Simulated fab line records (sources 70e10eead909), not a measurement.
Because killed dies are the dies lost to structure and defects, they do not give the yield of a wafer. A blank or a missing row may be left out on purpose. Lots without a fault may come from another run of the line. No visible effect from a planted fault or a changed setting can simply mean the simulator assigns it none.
fab line records	flow nandHarc
record: lots: 11	wafers: 32	lastDay: 35
route steps=1302 shown A_STAIRCASE@678 END@1302
lots that met no fault: from a run of the same line without faults
startH: start of the lot's first displayed wafer, in hours after the record's first day	waitH: hours elapsed since this lot's preceding step	" unchanged from the row above	L1.1+2: several wafers, shown together as one row	- no value present, or no start provided	* or withheld: withheld	< > ~ a bound
route shown NAME@n: a module of which the file shows steps, and the number in the route of the first	usual: mean/standard deviation taken from wafers without a fault	same: alike in all rows	chamber/n: place in a boat	sites: per-site readings	_std_site: the values' standard deviation	_edge_site: outer sites' mean less inner sites'	radiusMm: for every site, how far away it sits from the centre of the wafer	mask NAME#n: copy n	behind: tool/chamber where the wafer was last shaped	hold: the reason the lot was held/the length of the hold in hours/how it ended	device: the n, p or np transistor that did not switch	end of line: the route-end tests of the same wafers	a step given without rows: its recipe and nothing more	killed: not the wafer's yield, but the dies lost to structure and defects at the first sort	map: per-die view of a wafer (x killed, . not killed, _ where there is no die)
set.NAME: the setting the step ran with; set.NAME@STEP: the setting that earlier step ran with	model.NAME: the simulator's own value behind a step, which no gauge read
the route's steps for a sample of lots (tables are steps, rows are wafers)
services: a tool's chamber out of use, with start hour (startH, from the record's first day; less than 0 if before it), hours out, and reason
== steps ==
step: NHARC_A_STAIRCASE_ETCH_21
recipe: targetDepthA: 1000	timeS: 40.5	ionEnergyEv: 400	c4f8FlowSccm: 20	o2FlowSccm: 10	arFlowSccm: withheld	rfW: 600	biasW: 1000	chemistry: C4F8/O2
usual: chamberPressureMTorr: 24.999/0.024	oesProductAu: 0.950/0.012	rfVppV: 894/5
same: timeS: 40.5
lot.wafer	tool	chamber	startH	waitH	chamberPressureMTorr	oesProductAu	rfHoursCounterH	rfVppV
L724.3	rieDiel-07	1	-	-	25.000	0.943	33	895
L724.4	"	3	"	"	24.946	0.941	31	891
L724.6	"	0	"	"	24.988	0.947	-	902
L728.5	rieDiel-10	0	-	-	24.996	0.971	-	896
L728.6	"	1	"	"	25.022	0.971	-	891
L736.1	rieDiel-10	2	-	-	24.978	0.971	15	888
L736.2	"	0	"	"	25.007	0.957	22	896
L736.3	"	1	"	"	25.011	0.950	21	892
L735.4	rieDiel-04	3	-	-	24.994	0.944	47	898
L735.1	"	1	"	"	24.957	0.950	45	887
L735.5	"	2	"	"	24.972	0.943	-	892
L737.1	rieDiel-04	2	-	-	24.994	0.962	54	894
L737.5	"	2	"	"	25.024	0.954	-	892
L737.6	"	3	"	"	25.008	0.974	-	897
L738.4	rieDiel-04	3	-	-	24.979	0.942	58	899
L738.3	"	0	"	"	24.979	0.934	56	904
L738.6	"	1	"	"	24.962	0.941	-	886
L741.4	rieDiel-04	1	-	-	25.003	0.953	2	887
L741.5	"	2	"	"	24.975	0.947	-	892
L741.6	"	3	"	"	24.992	0.937	-	898
L740.3	rieDiel-10	1	-	-	24.974	0.942	43	891
L740.5	"	1	"	"	25.018	0.946	-	891
L740.6	"	2	"	"	25.001	0.946	-	888
L743.2	rieDiel-10	2	-	-	24.986	0.950	46	887
L743.3	"	3	"	"	24.980	0.950	41	890
L743.1	"	0	"	"	25.048	0.947	46	896
L742.1	rieDiel-10	3	-	-	24.990	0.936	42	890
L742.2	"	2	"	"	24.986	0.943	47	888
L742.5	"	0	"	"	24.976	0.950	-	896
L744.2	rieDiel-07	2	-	-	24.992	0.933	32	894
L744.3	"	0	"	"	25.008	0.960	27	901
L744.5	"	2	"	"	24.977	0.938	-	892
step: NHARC_A_STAIRCASE_STRIP_175
recipe: powerW: 1500	tempC: 250	chemistry: O2
usual: drypumpMotorCurrentA: 5.4/0.32	heaterPowerW: 307/21	rfReflPowerW: 19/6.1
lot.wafer	tool	chamber	startH	waitH	drypumpMotorCurrentA	heaterPowerW	rfHoursCounterH	rfReflPowerW
L724.3	plasmaAsher-01	1	384.21	0.2	5.7	327	-	13
L724.4	"	0	"	"	5.4	303	-	14
L724.6	"	0	"	"	5.4	298	-	14
L728.6	plasmaAsher-01	1	432.54	0.3	5.7	346	-	13
L728.5	"	0	"	"	5.4	294	-	15
L735.1	plasmaAsher-01	0	502.77	0.1	5.4	298	34	-
L735.4	"	1	"	"	5.7	334	-	-
L735.5	"	0	"	"	5.4	298	-	-
L736.2	plasmaAsher-02	0	502.89	0.1	5.6	287	13	24
L736.1	"	1	"	"	4.9	320	13	27
L736.3	"	1	"	"	4.9	317	-	28
L737.1	plasmaAsher-02	1	520.16	0.2	4.9	315	17	27
L737.6	"	0	"	"	5.6	279	-	23
L737.5	"	1	"	"	4.9	312	-	27
L738.3	plasmaAsher-02	0	530.68	0.2	5.6	278	-	24
L738.4	"	1	"	"	4.9	308	-	27
L738.6	"	0	"	"	5.6	278	-	24
L741.4	plasmaAsher-01	0	550.29	0.2	5.4	299	-	14
L741.5	"	1	"	"	5.7	339	-	12
L741.6	"	0	"	"	5.4	301	-	14
L740.3	plasmaAsher-01	0	550.74	0.2	5.4	296	-	14
L740.6	"	0	"	"	5.4	294	-	14
L740.5	"	1	"	"	5.7	340	-	13
L743.1	plasmaAsher-01	1	569.03	0.1	5.7	330	8	13
L743.2	"	0	"	"	5.4	302	8	15
L743.3	"	1	"	"	5.7	332	-	13
L742.2	plasmaAsher-02	0	573.09	0.1	5.7	275	29	-
L742.1	"	1	"	"	4.9	327	29	-
L742.5	"	1	"	"	5.0	312	-	-
L744.2	plasmaAsher-02	1	593.12	0.1	4.9	316	33	-
L744.3	"	0	"	"	5.6	282	-	-
L744.5	"	1	"	"	4.9	317	-	-
step: NHARC_A_STAIRCASE_TRIM_191
recipe: timeS: 211.2	o2FlowSccm: 500	arFlowSccm: 0	biasW: 0	chemistry: O2
usual: chamberPressureMTorr: 60.01/0.056	drypumpMotorCurrentA: 5.7/0.56	oesProductAu: 1.002/0.007	rfVppV: 57.6/1	runLengthS: 232.6/0.42	showerheadPlenumPTorr: 3.49/0.14	throttleValvePct: 17.036/0.0091
lot.wafer	tool	chamber	startH	waitH	chamberPressureMTorr	drypumpMotorCurrentA	oesProductAu	rfHoursCounterH	rfVppV	runLengthS	showerheadPlenumPTorr	throttleValvePct
L724.4	rieDiel-04	2	386.44	-	60.00	5.8	0.999	6	57.4	232.9	3.45	17.027
L724.3	"	3	"	"	60.08	6.2	1.003	8	59.1	232.3	3.60	17.043
L724.6	"	3	"	"	60.08	6.2	0.998	-	58.3	232.1	3.60	17.045
L728.5	rieDiel-04	3	434.46	-	60.05	6.2	0.998	-	58.3	174.1	3.59	17.045
L728.6	"	0	"	"	59.96	4.6	1.006	-	58.6	173.8	3.76	17.042
L735.1	rieDiel-10	0	504.92	-	59.95	6.3	1.003	23	58.3	232.8	3.52	17.034
L735.4	"	1	"	"	59.93	5.2	0.986	-	55.9	232.8	3.40	17.030
L735.5	"	2	"	"	60.07	6.0	1.009	-	56.3	233.2	3.32	17.040
L736.2	rieDiel-04	0	505.00	-	60.08	4.6	1.007	47	58.6	232.4	3.75	17.033
L736.3	"	1	"	"	59.99	5.0	1.006	45	59.2	232.7	3.30	17.040
L736.1	"	2	"	"	60.04	5.8	1.002	48	57.6	232.7	3.43	17.038
L737.1	rieDiel-04	2	522.21	-	59.98	5.7	1.002	55	56.7	232.4	3.43	17.038
L737.5	"	1	"	"	60.01	4.9	1.001	-	56.3	233.1	3.29	17.031
L737.6	"	2	"	"	59.98	5.7	0.984	-	56.4	232.9	3.43	17.042
L738.4	rieDiel-10	2	532.71	-	59.93	5.9	1.009	28	56.3	233.2	3.31	17.030
L738.3	"	3	"	"	60.09	5.6	0.994	26	57.6	232.2	3.39	17.033
L738.6	"	0	"	"	60.03	6.3	1.010	-	56.7	232.5	3.51	17.021
L741.4	rieDiel-04	1	552.26	-	60.04	4.9	1.011	2	56.4	232.7	3.29	17.040
L741.5	"	2	"	"	60.02	5.8	1.012	-	57.3	232.4	3.42	17.028
L741.6	"	3	"	"	60.00	6.2	1.004	-	59.2	232.2	3.57	17.055
L740.3	rieDiel-10	2	552.78	-	59.95	6.0	1.007	39	58.5	232.6	3.31	17.045
L740.5	"	1	"	"	60.00	5.2	1.002	-	57.9	232.8	3.39	17.060
L740.6	"	2	"	"	60.08	5.9	1.010	-	56.6	233.5	3.31	17.045
L743.2	rieDiel-10	0	570.98	-	60.10	6.3	1.005	46	56.5	233.0	3.51	17.045
L743.3	"	1	"	"	60.00	5.2	1.004	50	57.3	232.9	3.38	17.036
L743.1	"	2	"	"	60.01	6.0	1.006	47	57.1	232.9	3.30	17.039
L742.2	rieDiel-10	2	576.52	-	60.01	5.9	1.008	49	56.8	233.1	3.30	17.021
L742.1	"	0	"	"	59.98	6.3	1.010	49	57.9	232.8	3.51	17.020
L742.5	"	2	"	"	60.04	5.9	1.002	-	57.2	233.5	3.30	17.027
L744.3	rieDiel-07	1	595.49	-	60.03	5.7	1.008	31	59.1	232.9	3.43	17.045
L744.2	"	0	"	"	60.02	6.5	1.009	28	60.3	231.7	3.69	17.046
L744.5	"	1	"	"	60.01	5.7	1.006	-	58.2	233.1	3.43	17.052
step: NHARC_A_STAIRCASE_TRIM_202
recipe: timeS: 211.2	o2FlowSccm: 500	arFlowSccm: 0	biasW: 0	chemistry: O2
usual: chamberPressureMTorr: 60.00/0.056	drypumpMotorCurrentA: 5.7/0.56	oesProductAu: 1.002/0.0078	rfVppV: 57.7/0.91	runLengthS: 232.5/0.43	showerheadPlenumPTorr: 3.49/0.14	throttleValvePct: 17.036/0.0093
same: timeS: 211.2
lot.wafer	tool	chamber	startH	waitH	chamberPressureMTorr	drypumpMotorCurrentA	oesProductAu	rfHoursCounterH	rfVppV	runLengthS	showerheadPlenumPTorr	throttleValvePct
L724.3	rieDiel-04	1	-	-	60.02	4.9	1.009	8	56.6	232.4	3.32	17.052
L724.4	"	0	"	"	59.98	4.6	1.011	10	57.8	232.6	3.77	17.025
L724.6	"	2	"	"	60.05	5.8	0.999	-	56.7	232.8	3.45	17.030
L728.5	rieDiel-10	3	-	-	60.05	5.6	1.012	-	56.8	232.4	3.40	17.044
L728.6	"	0	"	"	59.97	6.2	0.998	-	57.5	232.6	3.53	17.043
L736.3	rieDiel-04	0	-	-	59.99	4.6	0.998	48	58.5	231.9	3.75	17.041
L736.2	"	1	"	"	59.94	4.9	1.009	46	57.6	232.8	3.30	17.042
L736.1	"	2	"	"	60.08	5.8	1.006	48	56.7	232.6	3.43	17.033
L735.1	rieDiel-07	0	-	-	59.89	6.5	1.004	5	57.5	231.8	3.70	17.042
L735.4	"	2	"	"	59.87	5.9	1.001	6	57.2	232.2	3.47	17.048
L735.5	"	1	"	"	59.99	5.7	0.994	-	58.6	232.9	3.44	17.052
L737.1	rieDiel-04	3	-	-	60.13	6.2	1.000	56	57.8	232.1	3.58	17.041
L737.6	"	2	"	"	59.94	5.8	1.004	-	58.0	232.4	3.43	17.044
L737.5	"	3	"	"	59.98	6.2	0.998	-	57.2	232.2	3.58	17.028
L738.3	rieDiel-10	3	-	-	60.07	5.6	1.006	26	56.4	232.0	3.39	17.047
L738.4	"	0	"	"	59.97	6.2	0.995	33	57.1	232.4	3.51	17.031
L738.6	"	0	"	"	60.02	6.3	1.003	-	57.8	233.1	3.51	17.044
L741.4	rieDiel-04	1	-	-	60.01	4.9	1.008	3	56.0	232.7	3.29	17.034
L741.6	"	1	"	"	59.98	4.9	1.009	-	57.4	232.6	3.29	17.044
L741.5	"	2	"	"	60.01	5.8	1.013	-	58.3	232.8	3.42	17.039
L740.3	rieDiel-04	1	-	-	60.00	4.9	1.023	3	57.3	232.5	3.29	17.032
L740.6	"	3	"	"	60.00	6.2	1.016	-	57.2	232.3	3.57	17.037
L740.5	"	0	"	"	59.99	4.6	1.014	-	58.0	232.1	3.74	17.047
L743.2	rieDiel-10	0	-	-	60.02	6.2	1.006	47	56.2	232.2	3.51	17.028
L743.1	"	2	"	"	59.91	6.0	1.003	47	56.4	232.9	3.30	17.047
L743.3	"	3	"	"	59.93	5.6	1.008	42	56.3	231.8	3.38	17.025
L742.2	rieDiel-10	2	-	-	60.00	6.0	1.004	50	56.9	232.9	3.30	17.039
L742.1	"	3	"	"	60.08	5.6	1.002	45	58.6	232.3	3.38	17.030
L742.5	"	2	"	"	59.96	6.0	0.999	-	57.8	232.9	3.30	17.040
L744.3	rieDiel-07	0	-	-	60.08	6.5	0.999	29	58.6	231.7	3.69	17.047
L744.2	"	3	"	"	60.05	6.1	1.005	38	58.9	232.5	3.37	17.052
L744.5	"	1	"	"	59.95	5.7	0.999	-	58.1	233.4	3.43	17.028
step: NHARC_END_SORT_01
recipe: tempC: 25
usual: killedAtArray: 44/16	killedAtOther: 0.6/1.1	killedAtPeriphery: 3.9/2.6	killedDies: 48/16	killedOpen: 3.1/1.9	killedShort: 2.4/1.8
same: grossDies: 677
lot.wafer	tool	chamber	startH	waitH	killedAtArray	killedAtOther	killedAtPeriphery	killedDies	killedOpen	killedShort
L728.5	prober-01	0	641.97	3.7	211	2	2	215	2	4
L728.6	prober-01	0	642.78	4.0	193	0	2	195	1	2
L735.1	prober-02	0	704.12	2.5	60	1	3	64	3	3
L735.4	prober-02	0	706.53	3.4	73	1	4	78	4	1
L735.5	prober-02	0	707.33	3.7	58	0	4	62	2	3
killed by level:class
L728.5 A_STAIRCASE:areaTrim=166 A_SLIT:chamberFilmFlake=15 A_CHANNEL_HOLE_D2:chamberFilmFlake=8 A_STAIRCASE:chamberFilmFlake=4 A_CONTACT:chamberFilmFlake=4 A_ONON_D1:geometricParticle:short=2 A_CHANNEL_HOLE_D1:chamberFilmFlake=2 A_SGD_CUT:chamberFilmFlake=2
L728.6 A_STAIRCASE:areaTrim=164 A_SLIT:chamberFilmFlake=14 A_STAIRCASE:chamberFilmFlake=5 A_WL_FILL:chamberFilmFlake=3 A_CHANNEL_HOLE_D1:chamberFilmFlake=2 A_CHANNEL_HOLE_D2:chamberFilmFlake=2 P_GATE:geometricParticle:open=1 A_SGD_CUT:geometricParticle:short=1
L735.1 A_CHANNEL_HOLE_D1:chamberFilmFlake=31 A_SLIT:chamberFilmFlake=12 A_CHANNEL_HOLE_D2:chamberFilmFlake=7 A_CONTACT:chamberFilmFlake=4 P_GATE:chamberFilmFlake=2 A_CHANNEL_HOLE_D1:geometricParticle:open=1 A_CHANNEL_FILL_D1:geometricParticle:short=1 A_ONON_D2:geometricParticle:short=1
L735.4 A_CHANNEL_HOLE_D1:chamberFilmFlake=37 A_SLIT:chamberFilmFlake=20 A_CHANNEL_HOLE_D2:chamberFilmFlake=7 A_CONTACT:chamberFilmFlake=3 P_GATE:chamberFilmFlake=2 A_WL_FILL:chamberFilmFlake=2 P_CONTACT:geometricParticle:open=1 A_DECK1_JOINT:geometricParticle:short=1
L735.5 A_CHANNEL_HOLE_D1:chamberFilmFlake=23 A_SLIT:chamberFilmFlake=22 A_CHANNEL_HOLE_D2:chamberFilmFlake=5 A_CONTACT:chamberFilmFlake=4 P_GATE:chamberFilmFlake=2 P_CONTACT:geometricParticle:open=1 P_CONTACT:geometricParticle:short=1 A_CHANNEL_HOLE_D2:geometricParticle:short=1
== services ==
tool	chamber	startH	hours	kind
rieDiel-04	0	364.41	-	clean
rieDiel-04	0	364.41	-	consumableReplace:focusRing
rieDiel-04	1	364.41	-	clean
rieDiel-04	2	364.41	-	clean
rieDiel-04	2	364.41	-	consumableReplace:esc
rieDiel-04	3	364.41	-	clean
rieDiel-07	0	364.85	8.3	repair
rieDiel-10	0	379.77	7.1	repair
rieDiel-04	0	389.01	-	clean
rieDiel-04	1	389.01	-	clean
rieDiel-07	1	408.63	3.9	repair
rieDiel-07	3	411.93	19.5	repair
rieDiel-10	-	419.56	9.0	pm
plasmaAsher-02	-	431.39	9.0	pm
rieDiel-07	-	468.92	0.6	repair
rieDiel-07	-	471.23	9.0	pm
rieDiel-04	0	488.14	4.4	repair
rieDiel-04	1	492.65	4.0	repair
plasmaAsher-01	-	519.04	9.0	pm
rieDiel-04	-	532.41	9.0	pm
rieDiel-07	-	550.42	0.9	repair
rieDiel-07	0	562.55	12.0	repair
plasmaAsher-02	-	595.85	0.7	repair
rieDiel-10	-	596.59	9.0	pm
== key ==
firstSign: step: NHARC_A_STAIRCASE_TRIM_191	reading: runLengthS	direction: down	sigmas: 99+	usual: *	struck: *
effect: step: NHARC_END_SORT_01	reading: killedAtArray	direction: up	sigmas: 10	usual: 44	struck: 202
moreKillsBornAt: NHARC_A_STAIRCASE_TRIM_191@rieDiel-04: 330
metAt NHARC_A_STAIRCASE_TRIM_191
struckLots L728
struckWafers L728.5,L728.6
testerLeftOut L728
notActingAt NHARC_A_STAIRCASE_ETCH_21,NHARC_A_STAIRCASE_STRIP_175,NHARC_A_STAIRCASE_TRIM_202
onsetBetween 386.44 434.46
fault: kind: processParameterDrift	tool: rieDiel-04	chamber: -	onsetH: 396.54	steps: NHARC_A_STAIRCASE_TRIM_191	channel: timeS	offset: *	shape: step	endH: 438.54	scope: struckWafersOnly	actsIn: *	stated: *
testerLeftOut: of these lots the tester's yield and bins aren't shown, on N5 and GAA mostly nor the transistor test; their killed dies are dies lost to structure and defects alone, not to doping, threshold or leakage, so they don't give the yield
